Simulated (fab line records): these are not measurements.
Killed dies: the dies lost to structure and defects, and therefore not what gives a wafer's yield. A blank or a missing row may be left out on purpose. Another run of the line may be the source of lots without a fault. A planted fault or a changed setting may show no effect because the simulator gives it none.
Split-lot trial + flow n5Finfet + 39 wafers read from 7 lots, route of 1938 steps

== SPLIT DETAILS ==
At N5_SD_EPI_N_EXPOSE_06 (exposes mask SD N BLK, target cd 120 nm), the setting doseMj was moved away from the recipe's 39.75 on 15 of the 39 wafers read, by -4.9% to +5.2%. This setting was run at the recipe's value on the other wafers.

== FROM THE SPLIT TO THE READING: what the file shows between them, 2 steps ==
- N5_SD_EPI_N_PEB_07: peb time 60 s
- N5_SD_EPI_N_DEVELOP_08: develop time 30 s

== THE READING ==
Shown in nm: cdNm at N5_SD_EPI_N_CD_MEAS_09, with target cd 120 nm. Fault-free wafers of this fab line usually give 120.3 nm, standard deviation 0.63 nm.

| wafer  | tool, chamber at the split | doseMj as run | against the recipe | cdNm, nm | against lot-mates on the recipe |
|--------|----------------------------|---------------|--------------------|----------|---------------------------------|
| L075.1 | arfiScanner-03, 0          | 39.75         | recipe             | 121.5    | -                               |
| L075.2 | arfiScanner-03, 0          | 41.63         | +4.7%              | 124.3    | +3.6                            |
| L075.3 | arfiScanner-03, 0          | 39.75         | recipe             | 120.0    | -                               |
| L075.4 | arfiScanner-03, 0          | 39.75         | recipe             | 120.5    | -                               |
| L075.5 | arfiScanner-03, 0          | 41.63         | +4.7%              | 123.7    | +3.0                            |
| L075.6 | arfiScanner-03, 0          | 41.63         | +4.7%              | 124.0    | +3.3                            |
| L076.1 | arfiScanner-02, 0          | 39.75         | recipe             | 120.6    | -                               |
| L076.2 | arfiScanner-02, 0          | 39.75         | recipe             | 120.2    | -                               |
| L076.3 | arfiScanner-02, 0          | 39.75         | recipe             | 120.6    | -                               |
| L076.4 | arfiScanner-02, 0          | 39.75         | recipe             | 119.9    | -                               |
| L076.5 | arfiScanner-02, 0          | 39.75         | recipe             | 120.7    | -                               |
| L076.6 | arfiScanner-02, 0          | 39.75         | recipe             | 120.8    | -                               |
| L083.1 | arfiScanner-02, 0          | 38.41         | -3.4%              | 117.8    | -3.4                            |
| L083.2 | arfiScanner-02, 0          | 38.41         | -3.4%              | 117.9    | -3.3                            |
| L083.3 | arfiScanner-02, 0          | 39.75         | recipe             | 121.1    | -                               |
| L083.4 | arfiScanner-02, 0          | 38.41         | -3.4%              | 117.8    | -3.4                            |
| L083.5 | arfiScanner-02, 0          | 39.75         | recipe             | 121.3    | -                               |
| L083.6 | arfiScanner-02, 0          | 39.75         | recipe             | 121.1    | -                               |
| L084.3 | arfiScanner-01, 0          | 39.75         | recipe             | 120.2    | -                               |
| L084.4 | arfiScanner-01, 0          | 39.75         | recipe             | 119.4    | -                               |
| L084.5 | arfiScanner-01, 0          | 39.75         | recipe             | 120.0    | -                               |
| L091.1 | arfiScanner-02, 0          | 39.75         | recipe             | 120.9    | -                               |
| L091.2 | arfiScanner-02, 0          | 39.75         | recipe             | 120.4    | -                               |
| L091.3 | arfiScanner-02, 0          | 39.75         | recipe             | 119.5    | -                               |
| L091.4 | arfiScanner-02, 0          | 38.86         | -2.2%              | 119.4    | -0.9                            |
| L091.5 | arfiScanner-02, 0          | 38.86         | -2.2%              | 119.6    | -0.7                            |
| L091.6 | arfiScanner-02, 0          | 38.86         | -2.2%              | 118.7    | -1.6                            |
| L093.1 | arfiScanner-01, 0          | 41.83         | +5.2%              | 124.0    | +3.4                            |
| L093.2 | arfiScanner-01, 0          | 39.75         | recipe             | 120.5    | -                               |
| L093.3 | arfiScanner-01, 0          | 41.83         | +5.2%              | 123.7    | +3.1                            |
| L093.4 | arfiScanner-01, 0          | 39.75         | recipe             | 121.1    | -                               |
| L093.5 | arfiScanner-01, 0          | 41.83         | +5.2%              | 123.9    | +3.3                            |
| L093.6 | arfiScanner-01, 0          | 39.75         | recipe             | 120.3    | -                               |
| L097.1 | arfiScanner-02, 0          | 37.8          | -4.9%              | 116.7    | -4.1                            |
| L097.2 | arfiScanner-02, 0          | 39.75         | recipe             | 121.5    | -                               |
| L097.3 | arfiScanner-02, 0          | 39.75         | recipe             | 120.8    | -                               |
| L097.4 | arfiScanner-02, 0          | 37.8          | -4.9%              | 117.0    | -3.8                            |
| L097.5 | arfiScanner-02, 0          | 39.75         | recipe             | 120.1    | -                               |
| L097.6 | arfiScanner-02, 0          | 37.8          | -4.9%              | 117.2    | -3.6                            |

THE FIT
A straight line over all 39 wafers: cdNm changes by +0.702 nm for each +1% of doseMj; r = +0.97; the points scatter about the line by 0.5 nm.
The same after taking each lot's own level away (the mean of its wafers on the recipe; 39 wafers): +0.721 nm for each +1%; r = +0.97; scatter 0.51 nm.
According to that fit, moving doseMj by its largest amount changes the reading by 3.8 nm.
Measured against the standard deviation above, the lots' own levels, which go from 119.87 to 121.17 nm, span 2.1 times it.
So the lot-to-lot level changes the slope little: the two slopes agree.
Check: with one of the wafers moved furthest among these (+5.2%) left out of the fit, the line predicts +3.72 nm for it against its lot-mates. Against them it came out at +3.37 nm.

== ADDITIONAL SPLITS CARRIED BY THESE WAFERS ==
Before the reading, these wafers also passed through other splits. Each is held against what the fit with the lots' levels taken away leaves over:
| other split on the same wafers     | wafers away from the commonest value | r with cdNm (lot level and that fit taken away) |
|------------------------------------|--------------------------------------|-------------------------------------------------|
| N5_WELL_APT_EPI_41 targetThkA      | 18                                   | +0.13                                           |
| N5_DUMMY_GATE_ETCH_31 targetDepthA | 15                                   | +0.19                                           |
| N5_DUMMY_GATE_ETCH_32 timeS        | 9                                    | -0.10                                           |
| N5_DUMMY_GATE_ETCH_42 biasW        | 15                                   | +0.22                                           |

== THE WHOLE CHAIN: every reading that the file lists as answering this split, in the file's order ==
| step                   | what it does                                           | reading                                                        | change (the file's fit)               | r (the file's) |
|------------------------|--------------------------------------------------------|----------------------------------------------------------------|---------------------------------------|----------------|
| N5_SD_EPI_N_CD_MEAS_09 | target cd 120 nm                                       | cdNm                                                           | +0.715 nm for each +1% of the setting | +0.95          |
| N5_SD_EPI_N_DESCUM_14  | chemistry O2, time 7.9 s                               | SD_EPI_N.cdNm (the simulator's own value, which no gauge read) | +0.706 nm for each +1% of the setting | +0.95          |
| N5_SD_EPI_N_ETCH_34    | etches SiARC in CF4, target depth 45.5 nm, time 75.8 s | SD_EPI_N.cdNm (the simulator's own value, which no gauge read) | +0.701 nm for each +1% of the setting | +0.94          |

== FILE'S OWN FIT ==
cdNm changes by +0.715 nm for each +1% of doseMj, r = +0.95.
